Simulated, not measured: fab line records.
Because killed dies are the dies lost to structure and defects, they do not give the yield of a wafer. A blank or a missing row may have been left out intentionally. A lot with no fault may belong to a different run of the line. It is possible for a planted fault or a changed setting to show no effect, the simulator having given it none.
Chamber matching | flow nand harc | NHARC_A_STAIRCASE_DESCUM_291 on rie diel-07: 4 sister chambers
The step chemistry O2, time 3 s. 27 wafers are shown with their chamber, then 12 later ones without.

WAFERS, EACH WITH ITS CHAMBER
wafer  | chamber | drypump motor current A (A) | showerhead plenum p Torr (Torr) | oes product au (a.u.)
L074.2 | 3       | 5.4                         | 2.06                            | 0.997
L074.3 | 2       | 6.7                         | 1.89                            | 0.980
L074.4 | 0       | 5.3                         | 1.78                            | 1.008
L075.1 | 3       | 5.4                         | 2.06                            | 1.000
L075.3 | 2       | 6.8                         | 1.89                            | 0.998
L075.4 | 1       | 6.3                         | 1.98                            | 1.016
L076.2 | 0       | 5.3                         | 1.78                            | 1.011
L076.4 | 0       | 5.3                         | 1.78                            | 1.013
L076.5 | 3       | 5.4                         | 2.05                            | 1.001
L076.1 | 3       | 5.4                         | 2.06                            | 0.999
L076.3 | 1       | 6.3                         | 1.98                            | 1.001
L076.6 | 1       | 6.3                         | 1.98                            | 0.997
L083.3 | 0       | 5.3                         | 1.78                            | 1.008
L083.4 | 2       | 6.7                         | 1.88                            | 0.995
L083.5 | 1       | 6.4                         | 1.98                            | 1.012
L086.3 | 3       | 5.4                         | 2.05                            | 0.998
L086.4 | 1       | 6.4                         | 1.97                            | 0.995
L086.6 | 3       | 5.4                         | 2.05                            | 0.995
L088.1 | 1       | 6.3                         | 1.97                            | 0.985
L088.3 | 0       | 5.3                         | 1.77                            | 1.015
L088.4 | 2       | 6.7                         | 1.88                            | 0.984
L088.2 | 3       | 5.4                         | 2.05                            | 0.990
L088.5 | 2       | 6.7                         | 1.88                            | 0.982
L088.6 | 1       | 6.3                         | 1.97                            | 1.002
L092.1 | 0       | 5.3                         | 1.77                            | 1.015
L092.2 | 1       | 6.4                         | 1.97                            | 0.994
L092.5 | 2       | 6.7                         | 1.88                            | 0.974

SIGNATURES (averages over the wafers above)
reading                  | chamber 0 | chamber 1 | chamber 2 | chamber 3 | scatter within a chamber
drypump motor current A  | 5.300     | 6.338     | 6.717     | 5.400     | 0.0343
showerhead plenum p Torr | 1.7767    | 1.9750    | 1.8833    | 2.0543    | 0.00527
oes product au           | 1.01167   | 1.00025   | 0.98550   | 0.99714   | 0.00739
Rule: a wafer's distance from a chamber is the root of the sum, over the readings, of the square of ((its reading less the chamber's mean) divided by the reading's scatter). The wafer belongs to the nearest chamber; if the next one is less than 2 further off, it can't be placed. The scatter: the root of (the sum of the squares of (reading less its chamber's mean) over the shown wafers, divided by (wafers less chambers)).

WAFERS WHOSE CHAMBER IS MISSING
wafer  | drypump motor current A (A) | showerhead plenum p Torr (Torr) | oes product au (a.u.)
L096.2 | 5.4                         | 2.04                            | 0.995
L096.4 | 6.8                         | 1.88                            | 0.991
L096.6 | 5.4                         | 2.04                            | 0.987
L096.1 | 6.4                         | 1.97                            | 1.003
L096.3 | 5.3                         | 1.77                            | 1.019
L096.5 | 5.3                         | 1.77                            | 1.016
L097.2 | 5.4                         | 2.04                            | 0.993
L097.3 | 6.3                         | 1.97                            | 1.008
L097.4 | 6.8                         | 1.88                            | 0.990
L097.1 | 5.3                         | 1.77                            | 1.016
L097.5 | 5.3                         | 1.77                            | 1.022
L097.6 | 5.4                         | 2.04                            | 0.986

WHICH CHAMBER EACH ONE RAN IN
wafer  | from the rows above | in truth
L096.2 | 3                   | 3
L096.4 | 2                   | 2
L096.6 | 3                   | 3
L096.1 | 1                   | 1
L096.3 | 0                   | 0
L096.5 | 0                   | 0
L097.2 | 3                   | 3
L097.3 | 1                   | 1
L097.4 | 2                   | 2
L097.1 | 0                   | 0
L097.5 | 0                   | 0
L097.6 | 3                   | 3
Correctly placed: 12 of 12. Not placeable from these rows: 0. 0 placed wrongly.
